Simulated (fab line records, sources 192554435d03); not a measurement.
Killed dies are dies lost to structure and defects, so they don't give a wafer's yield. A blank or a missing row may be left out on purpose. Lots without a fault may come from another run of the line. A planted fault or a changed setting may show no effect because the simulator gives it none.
Which tool did it? | flow n5_finfet | 11 lots, 31 wafers sampled, at 4 steps of a route of 1938

WHAT THE GAUGES READ, wafer by wafer
N5_WELL_APT_CD_MEAS_08: target cd 200 nm. Usual: cd_nm 199.6 nm, standard deviation 1.7.
lot  | measured    | on        | cd_nm (nm)        | flag
L546 | day 1 13:49 | cd_sem-03 | 201.1 200.0 199.1 |
L547 | day 1 19:41 | cd_sem-01 | 200.5 202.0 202.8 |
L554 | day 3 15:00 | cd_sem-01 | 197.7 197.1       |
L556 | day 4 01:34 | cd_sem-02 | 200.8 197.8       |
L560 | day 5 01:36 | cd_sem-01 | 196.9 198.0 199.0 |
L562 | day 5 13:34 | cd_sem-02 | 197.0 199.9 199.5 |
L564 | day 6 01:34 | cd_sem-03 | 200.6 198.5 198.7 |
L566 | day 6 13:41 | cd_sem-03 | 199.3 198.1 199.4 |
L567 | day 6 20:00 | cd_sem-01 | 203.0 201.4 201.7 |
L568 | day 7 01:55 | cd_sem-01 | 198.5 197.5 197.8 |
L569 | day 7 07:41 | cd_sem-01 | 199.8 200.7 199.5 |

N5_PMOS_HMC_CHANNEL_EPI_THK_MEAS_22. Usual: HMC_CMP_THK 53.8 nm, standard deviation 0.95.
lot  | measured    | on            | HMC_CMP_THK (nm) | flag
L546 | day 1 20:26 | film_metro-02 | 53.0 52.3 53.3   |
L547 | day 2 01:17 | film_metro-01 | 52.3 53.6 52.5   |
L554 | day 3 22:02 | film_metro-01 | 58.8 52.2        |
L556 | day 4 08:01 | film_metro-02 | 58.9 52.9        |
L560 | day 5 11:40 | film_metro-02 | 53.8 53.9 53.7   |
L562 | day 5 21:30 | film_metro-01 | 54.0 55.1 54.5   |
L564 | day 6 07:41 | film_metro-02 | 55.6 53.9 54.0   |
L566 | day 6 20:11 | film_metro-02 | 54.3 53.9 54.5   |
L567 | day 7 03:34 | film_metro-01 | 54.6 54.8 54.5   |
L568 | day 7 07:28 | film_metro-02 | 54.0 53.6 56.1   |
L569 | day 7 16:23 | film_metro-01 | 53.3 54.1 53.4   |

N5_FIN_SAQP_CD_MEAS_16: target cd 35.6 nm. Usual: cd_nm 35.5 nm, standard deviation 0.35.
lot  | measured    | on        | cd_nm (nm)     | flag
L546 | day 1 22:29 | cd_sem-03 | 35.4 35.1 35.4 |
L547 | day 2 03:29 | cd_sem-02 | 35.5 35.6 35.2 |
L554 | day 3 23:58 | cd_sem-02 | 35.2 35.1      |
L556 | day 4 09:49 | cd_sem-02 | 35.2 35.5      |
L560 | day 5 14:04 | cd_sem-02 | 35.6 36.1 35.3 |
L562 | day 5 23:29 | cd_sem-03 | 35.4 35.7 35.0 |
L564 | day 6 09:29 | cd_sem-01 | 35.0 35.7 35.0 |
L566 | day 6 22:08 | cd_sem-02 | 35.4 35.4 35.1 |
L567 | day 7 05:29 | cd_sem-02 | 35.3 35.3 35.3 |
L568 | day 7 09:16 | cd_sem-02 | 35.4 35.5 35.7 |
L569 | day 7 19:11 | cd_sem-01 | 35.2 35.3 35.4 |

WHICH TOOL RAN EACH LOT (tool, then ch and the chambers of the sampled wafers, then the start)
lot  | N5_PMOS_HMC_CHANNEL_EPI_FIN_RECESS_16
L546 | rie_si-04 ch 0,2,3, day 1 18:37
L547 | rie_si-04 ch 0,1,3, day 1 23:29
L554 | rie_si-04 ch 0,3, day 3 19:47
L556 | rie_si-04 ch 1,2, day 4 05:46
L560 | rie_si-03 ch 1,3, day 5 07:15
L562 | rie_si-02 ch 0,2,3, day 5 18:03
L564 | rie_si-03 ch 0,1,3, day 6 05:53
L566 | rie_si-02 ch 2,3, day 6 17:54
L567 | rie_si-02 ch 1,2,3, day 7 01:19
L568 | rie_si-03 ch 0,1,2, day 7 05:40
L569 | rie_si-03 ch 1,2,3, day 7 11:59
- N5_PMOS_HMC_CHANNEL_EPI_FIN_RECESS_16: chemistry HBr/Cl2, target Si, target depth 54 nm, time 18 s.

WHAT THE TOOLS THEMSELVES READ (means of the sampled wafers that have a number; where no wafer has one, the mark that the record gives instead)
N5_PMOS_HMC_CHANNEL_EPI_FIN_RECESS_16. Usual: drypump_motor_current_A 5.6 A, standard deviation 0.45; oes_product_au 0.998 a.u., standard deviation 0.014; rf_fwd_power_W 795.0 W, standard deviation 2.9; throttle_valve_pct 35.41 %, standard deviation 0.17.
lot  | tool      | drypump_motor_current_A (A) | oes_product_au (a.u.) | rf_fwd_power_W (W) | throttle_valve_pct (%) | flag
L546 | rie_si-04 | 5.5                         | 0.990                 | 794.1              | 35.24                  |
L547 | rie_si-04 | 5.5                         | 0.987                 | 798.4              | 35.25                  |
L554 | rie_si-04 | 5.6                         | 1.125                 | 795.2              | 34.97                  | OFF
L556 | rie_si-04 | 5.5                         | 1.118                 | 796.4              | 35.19                  | OFF
L560 | rie_si-03 | 6.5                         | 1.006                 | 795.4              | 35.56                  |
L562 | rie_si-02 | 5.2                         | 1.009                 | 797.5              | 35.39                  |
L564 | rie_si-03 | 6.1                         | 1.003                 | 795.0              | 35.57                  |
L566 | rie_si-02 | 5.2                         | 0.993                 | 797.3              | 35.43                  |
L567 | rie_si-02 | 5.7                         | 1.010                 | 796.3              | 35.47                  |
L568 | rie_si-03 | 5.8                         | 0.997                 | 793.5              | 35.59                  |
L569 | rie_si-03 | 6.2                         | 0.998                 | 796.5              | 35.56                  |

THE ANSWER, worked out from the rows above alone
Rule: a lot is off if the mean of its wafers that have a number lies more than 3 standard deviations from the usual mean. A lot without any number at a reading at which 4 lots or more have one is off too. The other lots that the step has rows for count as sound. The gauges are gone through in route order, then the tools' own readings, and for those a lot's mean is taken as printed above. The first step at which some lot is off is used, and at that step the reading that is off furthest; a lot without a number counts as furthest.
Off: L554, L556, at N5_PMOS_HMC_CHANNEL_EPI_FIN_RECESS_16 (oes_product_au).
A tool fits if, at that step or a process step before it, it ran every lot that is off, and no sound lot after the first of them. One fits: rie_si-04 at N5_PMOS_HMC_CHANNEL_EPI_FIN_RECESS_16. Its last sound lot is L547 (day 1 23:29), its first lot that is off L554 (day 3 19:47): a fault that began between those two fits.
The tool's own readings at N5_PMOS_HMC_CHANNEL_EPI_FIN_RECESS_16 bear it out: on the lots that are off they differ by more than 5 times the standard deviation of the sound lots' means. oes_product_au reads 1.122 a.u. there against 0.999 a.u. on the sound lots.

WHAT THE SIMULATOR HAD PUT IN
Process parameter drift: rie_si-04, from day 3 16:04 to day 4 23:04, at N5_PMOS_HMC_CHANNEL_EPI_FIN_RECESS_16. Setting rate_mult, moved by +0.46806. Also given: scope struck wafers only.
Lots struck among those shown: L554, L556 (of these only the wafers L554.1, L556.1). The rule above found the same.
